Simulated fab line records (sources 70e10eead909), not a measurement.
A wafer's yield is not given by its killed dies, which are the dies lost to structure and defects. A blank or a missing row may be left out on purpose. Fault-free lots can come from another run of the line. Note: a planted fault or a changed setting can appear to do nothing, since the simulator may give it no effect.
Chamber matching | flow nand harc | NHARC_A_M1_DESCUM_14 on rie diel-12: 4 sister chambers
The step chemistry O2, time 3 s. 20 wafers are shown with their chamber, then 10 later ones without.

EACH WAFER AND ITS CHAMBER
wafer  | chamber | showerhead plenum p Torr (Torr) | drypump motor current A (A) | oes product au (a.u.)
L075.2 | 0       | 2.01                            | 6.2                         | 0.974
L075.5 | 0       | 2.01                            | 6.2                         | 0.991
L075.6 | 3       | 2.05                            | 5.7                         | 1.000
L078.3 | 0       | 2.01                            | 6.2                         | 0.995
L078.4 | 2       | 2.03                            | 5.1                         | 1.002
L078.6 | 0       | 2.01                            | 6.2                         | 0.998
L082.1 | 2       | 2.03                            | 5.2                         | 1.013
L082.2 | 3       | 2.05                            | 5.7                         | 0.985
L082.5 | 3       | 2.05                            | 5.7                         | 0.977
L087.1 | 3       | 2.05                            | 5.7                         | 0.990
L087.4 | 0       | 2.01                            | 6.2                         | 0.991
L087.6 | 1       | 1.82                            | 5.6                         | 1.001
L089.1 | 2       | 2.03                            | 5.2                         | 1.003
L089.3 | 3       | 2.05                            | 5.7                         | 0.984
L089.6 | 3       | 2.05                            | 5.7                         | 0.973
L088.1 | 2       | 2.03                            | 5.2                         | 0.995
L088.2 | 3       | 2.05                            | 5.7                         | 0.984
L088.5 | 0       | 2.01                            | 6.3                         | 0.986
L093.2 | 1       | 1.82                            | 5.6                         | 0.997
L093.3 | 3       | 2.04                            | 5.7                         | 0.972

SIGNATURES (means of the wafers above)
reading                  | chamber 0 | chamber 1 | chamber 2 | chamber 3 | scatter within a chamber
showerhead plenum p Torr | 2.0100    | 1.8200    | 2.0300    | 2.0488    | 0.00234
drypump motor current A  | 6.217     | 5.600     | 5.175     | 5.700     | 0.0315
oes product au           | 0.98917   | 0.99900   | 1.00325   | 0.98313   | 0.00841
Rule: for each reading, subtract the chamber's mean from the wafer's reading, divide by that reading's scatter and square the result; add these up over the readings and take the root, which gives the wafer's distance from the chamber. The wafer belongs to the nearest chamber; if the next one is less than 2 further off, it can't be placed. The scatter: the root of (the sum of the squares of (reading less its chamber's mean) over the shown wafers, divided by (wafers less chambers)).

WAFERS MISSING THEIR CHAMBER
wafer  | showerhead plenum p Torr (Torr) | drypump motor current A (A) | oes product au (a.u.)
L093.6 | 1.82                            | 5.6                         | 0.994
L094.1 | 2.03                            | 5.2                         | 0.986
L094.3 | 2.03                            | 5.1                         | 0.991
L094.4 | 2.05                            | 5.7                         | 0.979
L095.3 | 1.82                            | 5.6                         | 0.989
L095.5 | 2.03                            | 5.1                         | 0.994
L095.6 | 1.82                            | 5.6                         | 0.992
L096.2 | 1.82                            | 5.6                         | 1.004
L096.3 | 2.03                            | 5.1                         | 0.992
L096.4 | 2.04                            | 5.7                         | 0.980

THE CHAMBER EACH PASSED THROUGH
wafer  | from the rows above | in truth
L093.6 | 1                   | 1
L094.1 | 2                   | 2
L094.3 | 2                   | 2
L094.4 | 3                   | 3
L095.3 | 1                   | 1
L095.5 | 2                   | 2
L095.6 | 1                   | 1
L096.2 | 1                   | 1
L096.3 | 2                   | 2
L096.4 | 3                   | 3
Correct placement for 10 of the 10. Number that these rows cannot place: 0. 0 placed wrongly.
